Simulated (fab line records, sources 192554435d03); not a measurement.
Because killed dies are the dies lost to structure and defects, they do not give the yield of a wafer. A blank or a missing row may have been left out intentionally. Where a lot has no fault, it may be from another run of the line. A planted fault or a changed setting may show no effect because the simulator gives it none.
Matching of chambers	flow n5_finfet	rie_diel-03 running N5_FIN_CUT_STRIP_24: 4 sister chambers
The step strips in CF4. 14 wafers are shown with their chamber, then 7 later ones without.

## EACH WAFER AND ITS CHAMBER
wafer	chamber	drypump_motor_current_A (A)	showerhead_plenum_p_Torr (Torr)	throttle_valve_pct (%)
L080.3	1	5.9	1.79	13.57
L080.4	2	5.2	1.84	13.88
L080.5	1	5.9	1.79	13.57
L081.1	2	5.2	1.84	13.88
L081.2	1	5.9	1.79	13.56
L081.3	3	6.6	1.75	13.51
L081.4	0	5.6	1.86	13.56
L081.5	2	5.3	1.84	13.87
L081.6	1	5.9	1.79	13.57
L086.3	2	5.2	1.84	13.91
L086.4	0	5.5	1.85	13.59
L086.5	3	6.6	1.75	13.52
L091.2	0	5.6	1.85	13.61
L091.3	1	5.9	1.78	13.62

SIGNATURES (means of the wafers above)
reading	chamber 0	chamber 1	chamber 2	chamber 3	scatter within a chamber
drypump_motor_current_A	5.567	5.900	5.225	6.600	0.0376
showerhead_plenum_p_Torr	1.8533	1.7880	1.8400	1.7500	0.00383
throttle_valve_pct	13.5867	13.5780	13.8850	13.5150	0.0212
Rule: for a wafer and a chamber, the distance is found by dividing, reading by reading, the gap between the wafer's reading and the chamber's mean by the reading's scatter, squaring, summing and taking the root. The wafer belongs to the nearest chamber; if the next one is less than 2 further off, it can't be placed. How the scatter is found: for the shown wafers, subtract from each reading the mean of its chamber, square and add these, divide the total by (wafers less chambers), then take the root.

## WAFERS MISSING THEIR CHAMBER
wafer	drypump_motor_current_A (A)	showerhead_plenum_p_Torr (Torr)	throttle_valve_pct (%)
L091.6	5.9	1.78	13.62
L092.3	5.2	1.83	13.36
L092.5	5.3	1.83	13.35
L092.6	6.6	1.74	13.57
L093.1	5.9	1.78	13.62
L093.3	5.5	1.85	13.61
L093.5	5.2	1.83	13.37

## CHAMBER TAKEN BY EACH
wafer	from the rows above	in truth
L091.6	1	1
L092.3	0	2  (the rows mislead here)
L092.5	0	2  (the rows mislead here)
L092.6	3	3
L093.1	1	1
L093.3	0	0
L093.5	0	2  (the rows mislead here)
4 of 7 placed correctly. From these rows, 0 cannot be placed. Placed wrongly: 3.
